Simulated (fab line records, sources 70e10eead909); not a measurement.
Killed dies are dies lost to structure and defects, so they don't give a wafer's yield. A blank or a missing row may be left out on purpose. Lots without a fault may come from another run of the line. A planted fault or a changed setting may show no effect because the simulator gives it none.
fab line records | flow nand_harc
record lots=13 wafers=39 last_day=31
route steps=1302 shown P_M2@345 P_BONDPAD@351 END@1302
lots that met no fault: from a run of the same line without faults
start_h: hours from the record's first day to the start of the lot's first wafer shown | wait_h: hours since the lot's step before | " the same as in the row above | L1.1+2: a row that stands for several wafers | - no value, or no start given | * or withheld: withheld | < > ~ a bound
route shown NAME@n: a module of which the file shows steps, and the number in the route of the first | usual: mean/standard deviation of fault-free wafers | same: alike in all rows | chamber/n: place in a boat | sites: the reading at each site | _std_site: their standard deviation | _edge_site: outer sites' mean less inner sites' | radius_mm: how far each site lies from the wafer's centre | mask NAME#n: copy n | behind: the tool/chamber that last shaped the wafer | hold: why the lot was held/for how many hours/how that ended | device: the transistor (n, p or np) that didn't switch | end of line: the same wafers' tests at the end of the route | a step without rows: its recipe alone | killed: dies lost to structure and defects at the first sort, not the wafer's yield | map: a wafer's dies, x killed, . not, _ none there
set.NAME: the setting as run; set.NAME@STEP: as run at that earlier step | model.NAME: the simulator's own value behind a step, which no gauge read
steps of the route over a sample of lots; a table a step, a row a wafer
services: from which hour (start_h, from the record's first day; less than 0 if before it) a tool's chamber was out of use, for how many hours, and why
## steps
# step NHARC_P_M2_THK_MEAS_24
# recipe thk_meas_gauge=xrf
# usual thk_nm=144.2/2
# columns lot.wafer tool chamber start_h wait_h thk_nm
L752.1 film_metro-02 - 143.24 - 145.7
L752.4 " - " " 142.9
L752.6 " - " " 142.5
L753.2 film_metro-02 - 148.37 - 148.6
L753.5 " - " " 147.4
L753.6 " - " " 148.4
L754.2 film_metro-01 - 161.52 - 142.7
L754.5 " - " " 140.6
L754.6 " - " " 141.8
L756.3 film_metro-01 - 180.11 - 148.7
L756.4 " - " " 142.7
L756.6 " - " " 145.5
L757.1 film_metro-01 - 181.18 - 145.0
L757.2 " - " " 142.5
L757.3 " - " " 144.0
L758.1 film_metro-01 - 190.49 - 144.6
L758.3 " - " " 146.6
L758.5 " - " " 149.1
L759.2 film_metro-02 - 207.87 - 142.6
L759.3 " - " " 141.5
L759.5 " - " " 147.2
L760.1 film_metro-01 - 210.81 - 144.1
L760.2 " - " " 144.9
L760.5 " - " " 145.0
L764.1 film_metro-01 - 250.96 - 144.5
L764.3 " - " " 146.2
L764.4 " - " " 146.4
L765.1 film_metro-01 - 272.33 - 141.9
L765.4 " - " " 143.9
L765.6 " - " " 142.4
L766.1 film_metro-01 - 284.22 - 144.0
L766.2 " - " " 145.0
L766.5 " - " " 143.3
L767.1 film_metro-01 - 290.58 - 144.7
L767.3 " - " " 139.6
L767.6 " - " " 143.1
L768.2 film_metro-01 - 309.32 - 146.8
L768.3 " - " " 143.1
L768.6 " - " " 147.1
# step NHARC_P_M2_INSPECT_27
# usual raw_defect_count=345/180
# columns lot.wafer tool chamber start_h wait_h raw_defect_count
L752.1 defect_inspect-01 - 143.40 0.0 338
L752.4 " - " " 360
L752.6 " - " " 321
L753.2 defect_inspect-02 - 148.53 0.0 810
L753.5 " - " " 402
L753.6 " - " " 342
L754.2 defect_inspect-02 - 161.67 0.0 656
L754.5 " - " " 452
L754.6 " - " " 241
L756.3 defect_inspect-02 - 180.29 0.0 302
L756.4 " - " " 299
L756.6 " - " " 295
L757.1 defect_inspect-02 - 181.37 0.0 213
L757.2 " - " " 325
L757.3 " - " " 210
L758.1 defect_inspect-01 - 190.68 0.0 483
L758.3 " - " " 353
L758.5 " - " " 290
L759.2 defect_inspect-01 - 208.03 0.0 542
L759.3 " - " " 665
L759.5 " - " " 488
L760.1 defect_inspect-02 - 210.97 0.0 350
L760.2 " - " " 300
L760.5 " - " " 243
L764.1 defect_inspect-02 - 251.12 0.0 336
L764.3 " - " " 199
L764.4 " - " " 212
L765.1 defect_inspect-01 - 272.48 0.0 266
L765.4 " - " " 310
L765.6 " - " " 205
L766.1 defect_inspect-01 - 284.38 0.0 959
L766.2 " - " " 1227
L766.5 " - " " 902
L767.1 defect_inspect-02 - 290.74 0.0 277
L767.3 " - " " 205
L767.6 " - " " 213
L768.2 defect_inspect-01 - 309.79 0.0 164
L768.3 " - " " 201
L768.6 " - " " 225
# step NHARC_P_BONDPAD_DEP_00
# recipe target_thk_a=2500 temp_c=370 target_thk_nm=250 pressure_torr=3 flow_sccm=200 rf_w=450 material=SiCN
# usual heater_power_outer_w=333/58 heater_power_w=586/91 rf_fwd_power_W=449.2/1.4 showerhead_vpp_V=1289/62 susceptor_temp_C=370.00/0.23
# columns lot.wafer tool chamber start_h wait_h heater_power_outer_w heater_power_w rf_fwd_power_W showerhead_vpp_V susceptor_temp_C
L752.1 pecvd-03 1 144.05 - 313 545 450.5 1335 370.11
L752.6 " 2 " " 317 540 448.8 1257 370.39
L752.4 " 0 " " 193 369 451.9 1278 369.81
L753.2 pecvd-03 2 149.13 - 346 586 451.1 1271 369.79
L753.5 " 1 " " 283 538 449.4 1351 369.78
L753.6 " 0 " " 245 429 448.7 1286 370.40
L754.2 pecvd-03 1 162.28 - 291 527 447.1 1353 370.35
L754.6 " 0 " " 191 372 449.6 1289 370.08
L754.5 " 2 " " 303 532 450.0 1259 370.46
L756.3 pecvd-01 1 180.90 - 313 598 448.6 1182 369.58
L756.4 " 0 " " 429 717 449.6 1324 370.04
L756.6 " 2 " " 316 571 447.5 1209 369.80
L757.1 pecvd-03 2 181.93 - 343 558 446.4 1269 370.33
L757.3 " 0 " " 230 418 449.6 1269 369.89
L757.2 " 1 " " 318 577 449.4 1352 369.90
L758.1 pecvd-02 1 191.24 - 325 604 449.6 1389 369.81
L758.3 " 2 " " 365 631 448.3 1226 369.64
L758.5 " 0 " " 370 636 449.8 1282 370.16
L759.2 pecvd-01 0 208.59 - 408 698 450.5 1313 370.03
L759.3 " 1 " " 321 583 447.9 1174 370.09
L759.5 " 1 " " 324 600 446.4 1163 369.82
L760.1 pecvd-02 2 211.53 - 326 589 451.1 1231 370.10
L760.2 " 1 " " 348 659 448.6 1397 369.67
L760.5 " 1 " " 353 670 448.2 1366 369.80
L764.1 pecvd-01 0 251.68 - 435 744 450.2 1323 370.16
L764.3 " 0 " " 433 750 447.6 1324 370.02
L764.4 " 2 " " 286 523 449.5 1215 370.26
L765.1 pecvd-02 2 273.43 - 293 540 449.8 1224 370.08
L765.6 " 0 " " 332 580 447.9 1293 370.09
L765.4 " 1 " " 351 660 448.0 1393 369.99
L766.1 pecvd-01 0 284.94 - 396 682 448.6 1367 370.22
L766.2 " 0 " " 404 716 447.4 1327 370.28
L766.5 " 0 " " 426 731 446.8 1297 370.28
L767.1 pecvd-01 0 291.30 - 458 761 268.4 1039 370.18
L767.3 " 1 " " 359 645 267.8 920 370.12
L767.6 " 0 " " 469 798 267.2 1030 370.09
L768.2 pecvd-01 0 310.32 - 482 817 267.9 1032 370.09
L768.3 " 1 " " 367 652 268.5 918 369.39
L768.6 " 1 " " 374 681 272.6 910 369.61
# step NHARC_P_BONDPAD_OVL_MEAS_38
# usual overlay_x_nm=1/7.2 overlay_y_nm=2/5.5
# columns lot.wafer tool chamber start_h wait_h overlay_x_nm overlay_y_nm
L752.1 overlay-02 - 145.14 - -5 -2
L752.4 " - " " -5 -2
L752.6 " - " " -4 -2
L753.2 overlay-02 - 150.27 - 2 15
L753.5 " - " " 2 15
L753.6 " - " " 3 15
L754.2 overlay-02 - 163.42 - 2 6
L754.5 " - " " 3 6
L754.6 " - " " 2 6
L756.3 overlay-02 - 182.19 - 0 0
L756.4 " - " " -1 0
L756.6 " - " " 0 0
L757.1 overlay-01 - 183.26 - -8 8
L757.2 " - " " -7 8
L757.3 " - " " -7 9
L758.1 overlay-02 - 192.55 - 3 -7
L758.3 " - " " 3 -7
L758.5 " - " " 3 -7
L759.2 overlay-01 - 209.78 - -8 7
L759.3 " - " " -7 7
L759.5 " - " " -7 7
L760.1 overlay-01 - 212.80 - 2 5
L760.2 " - " " 2 5
L760.5 " - " " 2 5
L764.1 overlay-02 - 253.00 - 15 -6
L764.3 " - " " 15 -6
L764.4 " - " " 15 -6
L765.1 overlay-01 - 274.63 - -6 -4
L765.4 " - " " -6 -4
L765.6 " - " " -6 -4
L766.1 overlay-01 - 286.81 - -8 4
L766.2 " - " " -7 4
L766.5 " - " " -8 4
L767.1 overlay-02 - 292.77 - -2 -2
L767.3 " - " " -2 -1
L767.6 " - " " -2 -2
L768.2 overlay-01 - 311.66 - 3 -4
L768.3 " - " " 3 -4
L768.6 " - " " 3 -4
# step NHARC_END_SORT_01
# recipe temp_c=25
# usual defect_limited_yield=90/3.4 killed_at_array=61/24 killed_at_other=1.2/1.3 killed_at_periphery=3.7/2.6 killed_dies=66/23 killed_open=3.3/1.8 killed_short=2.4/1.6
# same gross_dies=677
# columns lot.wafer tool chamber start_h wait_h defect_limited_yield[%] killed_at_array killed_at_other killed_at_periphery killed_dies killed_open killed_short
L754.2 prober-01 0 583.02 2.8 93 39 0 11 50 3 3
L754.5 prober-01 0 585.42 3.7 92 46 1 8 55 3 4
L754.6 prober-01 0 586.22 4.0 92 48 0 6 54 4 4
L753.2 prober-02 0 583.05 2.8 87 87 0 3 90 5 2
L753.5 prober-02 0 585.45 3.7 91 58 0 2 60 4 3
L753.6 prober-02 0 586.25 4.0 92 51 1 4 56 1 6
L752.1 prober-01 0 589.99 2.5 97 16 0 1 17 2 1
L752.4 prober-01 0 592.44 3.4 96 22 1 4 27 4 4
L752.6 prober-01 0 594.06 4.1 95 24 4 3 31 3 3
L756.3 prober-01 0 602.71 3.1 87 81 2 4 87 4 3
L756.4 prober-01 0 603.50 3.4 86 91 3 1 95 2 3
L756.6 prober-01 0 605.09 4.0 86 90 2 3 95 2 2
L757.1 prober-01 0 608.86 2.5 94 34 2 3 39 5 5
L757.2 prober-01 0 609.65 2.8 95 31 1 5 37 4 2
L757.3 prober-01 0 610.44 3.1 95 33 2 2 37 2 1
L758.1 prober-02 0 621.97 2.5 91 56 0 4 60 4 5
L758.3 prober-02 0 623.57 3.1 92 51 1 1 53 3 0
L758.5 prober-02 0 625.16 3.7 91 56 2 4 62 1 0
L760.1 prober-01 0 622.06 2.5 82 117 0 8 125 2 6
L760.2 prober-01 0 622.85 2.8 83 107 1 7 115 3 5
L760.5 prober-01 0 625.24 3.7 83 106 0 6 112 3 6
L759.2 prober-02 0 630.59 2.8 91 46 1 14 61 7 1
L759.3 prober-02 0 631.39 3.1 91 58 1 4 63 2 4
L759.5 prober-02 0 633.00 3.7 90 66 0 1 67 4 4
L764.1 prober-02 0 679.34 2.5 90 66 1 2 69 3 1
L764.3 prober-02 0 680.96 3.1 88 75 2 1 78 6 2
L764.4 prober-02 0 681.77 3.4 90 65 2 3 70 5 2
L765.1 prober-01 0 703.95 2.5 92 46 2 7 55 4 1
L765.4 prober-01 0 706.35 3.4 91 53 1 7 61 3 1
L765.6 prober-01 0 707.94 4.0 91 59 2 2 63 3 4
L767.1 prober-02 0 709.59 2.5 88 75 2 4 81 4 3
L767.3 prober-02 0 711.20 3.1 87 82 0 4 86 4 5
L767.6 prober-02 0 713.60 4.0 87 83 0 3 86 3 2
L766.1 prober-01 0 716.55 2.5 90 57 3 6 66 1 2
L766.2 prober-01 0 717.35 2.8 92 47 1 5 53 3 1
L766.5 prober-01 0 719.76 3.7 93 44 3 2 49 3 2
L768.2 prober-02 0 750.81 2.8 89 70 0 3 73 3 0
L768.3 prober-02 0 751.63 3.1 88 77 1 5 83 4 3
L768.6 prober-02 0 754.08 4.1 88 75 0 6 81 0 5
# killed by level:class
L754.2 A_SLIT:chamber_film_flake=22 P_GATE:chamber_film_flake=7 P_M1:chamber_film_flake=4 A_CHANNEL_HOLE_D2:chamber_film_flake=4 A_CONTACT:chamber_film_flake=3 A_ONON_D2:geometric_particle:short=2 A_BLC:geometric_particle:open=2 A_CHANNEL_HOLE_D1:chamber_film_flake=2
L753.2 A_CHANNEL_HOLE_D1:chamber_film_flake=39 A_CHANNEL_HOLE_D2:chamber_film_flake=32 A_WL_FILL:chamber_film_flake=4 A_DECK1_JOINT:geometric_particle:short=2 P_ZERO_WELL:chamber_film_flake=2 A_STAIRCASE:chamber_film_flake=2 P_M0:geometric_particle:open=1 A_DECK1_JOINT:geometric_particle:open=1
L754.5 A_SLIT:chamber_film_flake=23 P_GATE:chamber_film_flake=6 A_CHANNEL_HOLE_D1:chamber_film_flake=6 A_CHANNEL_HOLE_D2:chamber_film_flake=6 A_CONTACT:chamber_film_flake=2 P_M0:geometric_particle:open=1 A_CHANNEL_HOLE_D1:geometric_particle:short=1 A_CHANNEL_FILL_D1:geometric_particle:short=1
L753.5 A_CHANNEL_HOLE_D1:chamber_film_flake=23 A_CHANNEL_HOLE_D2:chamber_film_flake=23 A_CHANNEL_FILL_D2:geometric_particle:open=3 A_WL_FILL:chamber_film_flake=3 P_M0:geometric_particle:short=1 P_M2:geometric_particle:open=1 A_ONON_D1:geometric_particle:short=1 A_ONON_D2:geometric_particle:short=1
L754.6 A_SLIT:chamber_film_flake=29 P_GATE:chamber_film_flake=6 A_CHANNEL_HOLE_D2:chamber_film_flake=5 A_CONTACT:chamber_film_flake=4 A_WL_FILL:geometric_particle:short=2 A_M0:geometric_particle:open=2 A_M0:geometric_particle:short=2 A_ONON_D1:geometric_particle:open=1
L753.6 A_CHANNEL_HOLE_D1:chamber_film_flake=22 A_CHANNEL_HOLE_D2:chamber_film_flake=15 A_STAIRCASE:chamber_film_flake=3 A_CONTACT:chamber_film_flake=3 A_CHANNEL_FILL_D1:geometric_particle:short=2 A_CHANNEL_FILL_D1:chamber_film_flake=2 A_CHANNEL_FILL_D2:chamber_film_flake=2 P_CONTACT:geometric_particle:short=1
L752.1 A_STAIRCASE:chamber_film_flake=5 A_CHANNEL_HOLE_D2:chamber_film_flake=4 A_CHANNEL_HOLE_D1:chamber_film_flake=2 A_DECK1_JOINT:chamber_film_flake=2 P_M0:geometric_particle:open=1 A_CHANNEL_FILL_D2:geometric_particle:open=1 A_CONTACT:geometric_particle:short=1 A_CHANNEL_FILL_D2:chamber_film_flake=1
L752.4 A_CHANNEL_HOLE_D2:chamber_film_flake=5 A_STAIRCASE:chamber_film_flake=3 A_CONTACT:chamber_film_flake=3 A_CHANNEL_HOLE_D1:chamber_film_flake=2 A_DECK1_JOINT:chamber_film_flake=2 P_STI:geometric_particle:short=1 P_CONTACT:geometric_particle:short=1 A_SOURCE_PLATE:geometric_particle:short=1
L752.6 A_CHANNEL_HOLE_D2:chamber_film_flake=7 A_STAIRCASE:chamber_film_flake=6 THIN_TSV:chamber_film_flake=4 A_CHANNEL_HOLE_D1:chamber_film_flake=2 A_CHANNEL_FILL_D1:chamber_film_flake=2 P_M0:geometric_particle:short=1 P_M2:geometric_particle:open=1 A_CHANNEL_HOLE_D1:geometric_particle:open=1
L756.3 A_CHANNEL_HOLE_D1:chamber_film_flake=32 A_CHANNEL_HOLE_D2:chamber_film_flake=31 A_STAIRCASE:chamber_film_flake=3 A_BLC:geometric_particle:open=2 P_STI:chamber_film_flake=2 A_SLIT:chamber_film_flake=2 A_CONTACT:chamber_film_flake=2 A_M1:chamber_film_flake=2
L756.4 A_CHANNEL_HOLE_D2:chamber_film_flake=35 A_CHANNEL_HOLE_D1:chamber_film_flake=35 A_CONTACT:chamber_film_flake=5 A_DECK1_JOINT:chamber_film_flake=3 A_STAIRCASE:chamber_film_flake=3 THIN_TSV:chamber_film_flake=3 A_DECK1_JOINT:geometric_particle:open=1 A_ONON_D2:geometric_particle:short=1
L756.6 A_CHANNEL_HOLE_D1:chamber_film_flake=39 A_CHANNEL_HOLE_D2:chamber_film_flake=37 A_CONTACT:chamber_film_flake=5 A_STAIRCASE:chamber_film_flake=4 A_M1:chamber_film_flake=2 THIN_TSV:chamber_film_flake=2 P_CONTACT:geometric_particle:short=1 P_M1:geometric_particle:open=1
L757.1 A_CHANNEL_HOLE_D2:chamber_film_flake=12 A_CHANNEL_HOLE_D1:chamber_film_flake=6 A_CONTACT:chamber_film_flake=4 A_ONON_D2:geometric_particle:open=3 A_ONON_D2:geometric_particle:short=2 THIN_TSV:chamber_film_flake=2 P_M2:geometric_particle:short=1 A_CHANNEL_FILL_D1:geometric_particle:short=1
L757.2 A_CHANNEL_HOLE_D2:chamber_film_flake=11 A_STAIRCASE:chamber_film_flake=6 A_ZERO_WELL:chamber_film_flake=3 A_CHANNEL_HOLE_D1:chamber_film_flake=3 P_ZERO_WELL:chamber_film_flake=2 P_GATE:geometric_particle:open=1 P_M2:geometric_particle:short=1 A_CHANNEL_HOLE_D1:geometric_particle:short=1
L757.3 A_CHANNEL_HOLE_D2:chamber_film_flake=12 A_CHANNEL_HOLE_D1:chamber_film_flake=6 A_STAIRCASE:chamber_film_flake=5 A_ZERO_WELL:chamber_film_flake=3 A_M1:chamber_film_flake=2 THIN_TSV:chamber_film_flake=2 P_M0:geometric_particle:open=1 A_CHANNEL_FILL_D2:geometric_particle:open=1
L758.1 A_CHANNEL_HOLE_D1:chamber_film_flake=33 A_CHANNEL_HOLE_D2:chamber_film_flake=13 A_SLIT:chamber_film_flake=2 P_GATE:geometric_particle:short=1 P_CONTACT:geometric_particle:short=1 P_M2:geometric_particle:short=1 A_DECK1_JOINT:geometric_particle:open=1 A_CHANNEL_FILL_D2:geometric_particle:short=1
L760.1 A_CHANNEL_HOLE_D2:chamber_film_flake=39 A_CHANNEL_HOLE_D1:chamber_film_flake=39 A_SLIT:chamber_film_flake=28 P_BONDPAD:chamber_film_flake=4 A_WL_FILL:geometric_particle:short=3 A_CONTACT:chamber_film_flake=3 P_CONTACT:geometric_particle:short=1 P_M0:geometric_particle:short=1
L760.2 A_CHANNEL_HOLE_D2:chamber_film_flake=34 A_CHANNEL_HOLE_D1:chamber_film_flake=31 A_SLIT:chamber_film_flake=29 P_BONDPAD:chamber_film_flake=3 A_WL_FILL:chamber_film_flake=3 A_CONTACT:chamber_film_flake=3 P_M0:geometric_particle:short=2 A_ONON_D1:geometric_particle:short=2
L758.3 A_CHANNEL_HOLE_D1:chamber_film_flake=35 A_CHANNEL_HOLE_D2:chamber_film_flake=10 A_CONTACT:chamber_film_flake=2 A_CHANNEL_HOLE_D1:geometric_particle:open=1 A_CHANNEL_FILL_D2:geometric_particle:open=1 A_M0:geometric_particle:open=1 P_ZERO_WELL:chamber_film_flake=1 A_SLIT:chamber_film_flake=1
L758.5 A_CHANNEL_HOLE_D1:chamber_film_flake=38 A_CHANNEL_HOLE_D2:chamber_film_flake=12 P_ZERO_WELL:chamber_film_flake=2 A_WL_FILL:chamber_film_flake=2 A_CONTACT:chamber_film_flake=2 THIN_TSV:chamber_film_flake=2 A_ONON_D1:geometric_particle:open=1 P_STI:chamber_film_flake=1
L760.5 A_CHANNEL_HOLE_D2:chamber_film_flake=35 A_CHANNEL_HOLE_D1:chamber_film_flake=34 A_SLIT:chamber_film_flake=23 A_CONTACT:chamber_film_flake=3 A_CHANNEL_FILL_D2:geometric_particle:short=2 P_ZERO_WELL:chamber_film_flake=2 P_BONDPAD:chamber_film_flake=2 A_CHANNEL_FILL_D2:chamber_film_flake=2
L759.2 A_SLIT:chamber_film_flake=24 A_CHANNEL_HOLE_D2:chamber_film_flake=14 P_GATE:chamber_film_flake=4 P_M0:geometric_particle:open=2 P_STI:chamber_film_flake=2 P_M0:chamber_film_flake=2 P_M1:chamber_film_flake=2 A_CHANNEL_HOLE_D1:chamber_film_flake=2
L759.3 A_SLIT:chamber_film_flake=31 A_CHANNEL_HOLE_D2:chamber_film_flake=12 A_CONTACT:chamber_film_flake=6 A_CHANNEL_HOLE_D1:chamber_film_flake=3 A_CHANNEL_FILL_D2:geometric_particle:short=2 A_SGD_CUT:geometric_particle:short=2 A_CHANNEL_FILL_D1:geometric_particle:open=1 A_CHANNEL_FILL_D2:geometric_particle:open=1
L759.5 A_SLIT:chamber_film_flake=32 A_CHANNEL_HOLE_D2:chamber_film_flake=14 A_CONTACT:chamber_film_flake=6 A_CHANNEL_HOLE_D1:chamber_film_flake=3 A_ONON_D1:geometric_particle:short=2 A_ONON_D1:geometric_particle:open=1 A_CHANNEL_FILL_D1:geometric_particle:short=1 A_CHANNEL_FILL_D2:geometric_particle:open=1
L764.1 A_CHANNEL_HOLE_D1:chamber_film_flake=29 A_CHANNEL_HOLE_D2:chamber_film_flake=18 A_STAIRCASE:chamber_film_flake=7 A_CONTACT:chamber_film_flake=5 A_SLIT:chamber_film_flake=2 P_M0:geometric_particle:open=1 A_CHANNEL_HOLE_D2:geometric_particle:short=1 A_BLC:geometric_particle:open=1
L764.3 A_CHANNEL_HOLE_D1:chamber_film_flake=33 A_CHANNEL_HOLE_D2:chamber_film_flake=19 A_STAIRCASE:chamber_film_flake=10 A_CHANNEL_HOLE_D1:geometric_particle:open=2 A_CHANNEL_FILL_D1:geometric_particle:short=2 A_CONTACT:chamber_film_flake=2 A_SLIT:chamber_film_flake=2 A_DECK1_JOINT:geometric_particle:open=1
L764.4 A_CHANNEL_HOLE_D1:chamber_film_flake=36 A_CHANNEL_HOLE_D2:chamber_film_flake=11 A_STAIRCASE:chamber_film_flake=6 A_SLIT:chamber_film_flake=3 A_M0:geometric_particle:open=2 P_ZERO_WELL:chamber_film_flake=2 A_CONTACT:chamber_film_flake=2 THIN_TSV:chamber_film_flake=2
L765.1 A_CHANNEL_HOLE_D1:chamber_film_flake=28 A_CHANNEL_HOLE_D2:chamber_film_flake=6 A_STAIRCASE:chamber_film_flake=4 P_CONTACT:chamber_film_flake=3 A_M0:geometric_particle:open=2 P_GATE:chamber_film_flake=2 THIN_TSV:chamber_film_flake=2 P_CONTACT:geometric_particle:open=1
L765.4 A_CHANNEL_HOLE_D1:chamber_film_flake=31 A_STAIRCASE:chamber_film_flake=8 P_GATE:chamber_film_flake=3 A_DECK1_JOINT:chamber_film_flake=3 A_CHANNEL_HOLE_D2:chamber_film_flake=3 P_ZERO_WELL:chamber_film_flake=2 A_SLIT:chamber_film_flake=2 A_CONTACT:chamber_film_flake=2
L765.6 A_CHANNEL_HOLE_D1:chamber_film_flake=32 A_CHANNEL_HOLE_D2:chamber_film_flake=6 A_STAIRCASE:chamber_film_flake=6 A_SLIT:chamber_film_flake=4 A_CHANNEL_FILL_D2:geometric_particle:short=2 THIN_TSV:chamber_film_flake=2 A_DECK1_JOINT:chamber_film_flake=2 A_DECK1_JOINT:geometric_particle:open=1
L767.1 A_CHANNEL_HOLE_D1:chamber_film_flake=34 A_CHANNEL_HOLE_D2:chamber_film_flake=23 A_CONTACT:chamber_film_flake=10 A_ZERO_WELL:chamber_film_flake=2 THIN_TSV:chamber_film_flake=2 P_GATE:geometric_particle:open=1 A_ONON_D2:geometric_particle:short=1 A_CHANNEL_FILL_D2:geometric_particle:short=1
L767.3 A_CHANNEL_HOLE_D1:chamber_film_flake=35 A_CHANNEL_HOLE_D2:chamber_film_flake=25 A_CONTACT:chamber_film_flake=7 A_SLIT:chamber_film_flake=5 P_GATE:chamber_film_flake=2 A_ZERO_WELL:chamber_film_flake=2 P_GATE:geometric_particle:open=1 P_M1:geometric_particle:short=1
L767.6 A_CHANNEL_HOLE_D1:chamber_film_flake=37 A_CHANNEL_HOLE_D2:chamber_film_flake=25 A_CONTACT:chamber_film_flake=12 P_CONTACT:geometric_particle:open=1 A_SOURCE_PLATE:geometric_particle:open=1 A_ONON_D1:geometric_particle:short=1 A_CHANNEL_FILL_D1:geometric_particle:short=1 A_DECK1_JOINT:geometric_particle:open=1
L766.1 A_CHANNEL_HOLE_D1:chamber_film_flake=42 A_STAIRCASE:chamber_film_flake=5 P_CONTACT:chamber_film_flake=4 A_CONTACT:chamber_film_flake=4 THIN_TSV:chamber_film_flake=3 A_SLIT:chamber_film_flake=2 A_ONON_D1:geometric_particle:open=1 A_ONON_D2:geometric_particle:short=1
L766.2 A_CHANNEL_HOLE_D1:chamber_film_flake=29 A_SLIT:chamber_film_flake=7 A_CONTACT:chamber_film_flake=4 A_STAIRCASE:chamber_film_flake=3 P_CONTACT:geometric_particle:open=2 P_M0:geometric_particle:open=1 A_ONON_D2:geometric_particle:short=1 P_GATE:chamber_film_flake=1
L766.5 A_CHANNEL_HOLE_D1:chamber_film_flake=31 A_SLIT:chamber_film_flake=3 THIN_TSV:chamber_film_flake=3 A_SGD_CUT:chamber_film_flake=2 A_CONTACT:chamber_film_flake=2 P_CONTACT:geometric_particle:open=1 A_CHANNEL_FILL_D1:geometric_particle:short=1 A_WL_FILL:geometric_particle:short=1
L768.2 A_CHANNEL_HOLE_D1:chamber_film_flake=32 A_CHANNEL_HOLE_D2:chamber_film_flake=28 A_SLIT:chamber_film_flake=6 P_CONTACT:geometric_particle:open=2 A_BONDPAD:chamber_film_flake=2 A_ONON_D1:geometric_particle:open=1 P_M2:chamber_film_flake=1 A_CONTACT:chamber_film_flake=1
L768.3 A_CHANNEL_HOLE_D2:chamber_film_flake=31 A_CHANNEL_HOLE_D1:chamber_film_flake=29 A_SLIT:chamber_film_flake=6 P_M2:chamber_film_flake=2 A_STAIRCASE:chamber_film_flake=2 A_CONTACT:chamber_film_flake=2 P_GATE:geometric_particle:open=1 P_CONTACT:geometric_particle:open=1
L768.6 A_CHANNEL_HOLE_D1:chamber_film_flake=32 A_CHANNEL_HOLE_D2:chamber_film_flake=28 A_SLIT:chamber_film_flake=4 P_M2:chamber_film_flake=3 P_STI:chamber_film_flake=2 A_CONTACT:chamber_film_flake=2 A_BONDPAD:chamber_film_flake=2 A_SOURCE_PLATE:geometric_particle:short=1
## services
# columns tool chamber start_h hours kind
pecvd-01 - 130.08 13.0 pm
pecvd-01 0 130.08 13.0 vent_cycle
pecvd-01 1 130.08 13.0 vent_cycle
pecvd-01 2 130.08 13.0 vent_cycle
pecvd-01 0 143.08 - clean
pecvd-01 1 143.08 - clean
pecvd-01 2 143.08 - clean
pecvd-03 - 185.05 13.0 pm
pecvd-03 0 185.05 13.0 vent_cycle
pecvd-03 1 185.05 13.0 vent_cycle
pecvd-03 2 185.05 13.0 vent_cycle
pecvd-01 2 195.37 4.4 repair
pecvd-03 0 198.05 - clean
pecvd-03 1 198.05 - clean
pecvd-03 2 198.05 - clean
pecvd-01 2 211.66 7.9 repair
pecvd-01 - 214.50 0.7 repair
pecvd-01 1 221.56 54.0 repair
pecvd-02 - 227.13 13.0 pm
pecvd-02 0 227.13 13.0 vent_cycle
pecvd-02 1 227.13 13.0 vent_cycle
pecvd-01 2 260.26 167.5 repair
pecvd-01 - 276.26 1.3 repair
pecvd-01 1 278.56 8.9 repair
## key
first_sign step=NHARC_P_BONDPAD_DEP_00 reading=rf_fwd_power_W direction=down sigmas=99+ usual=* struck=*
effect step=NHARC_P_BONDPAD_DEP_00 reading=showerhead_vpp_V direction=down sigmas=5.1 usual=1289 struck=975
met_at NHARC_P_BONDPAD_DEP_00
struck_lots L767,L768
not_acting_at NHARC_P_M2_THK_MEAS_24,NHARC_P_M2_INSPECT_27,NHARC_P_BONDPAD_OVL_MEAS_38
onset_between 284.94 291.30
fault kind=process_parameter_drift tool=pecvd-01 chamber=- onset_h=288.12 steps=NHARC_P_BONDPAD_DEP_00 channel=rf_w offset=* shape=step end_h=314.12 acts_in=* stated=*
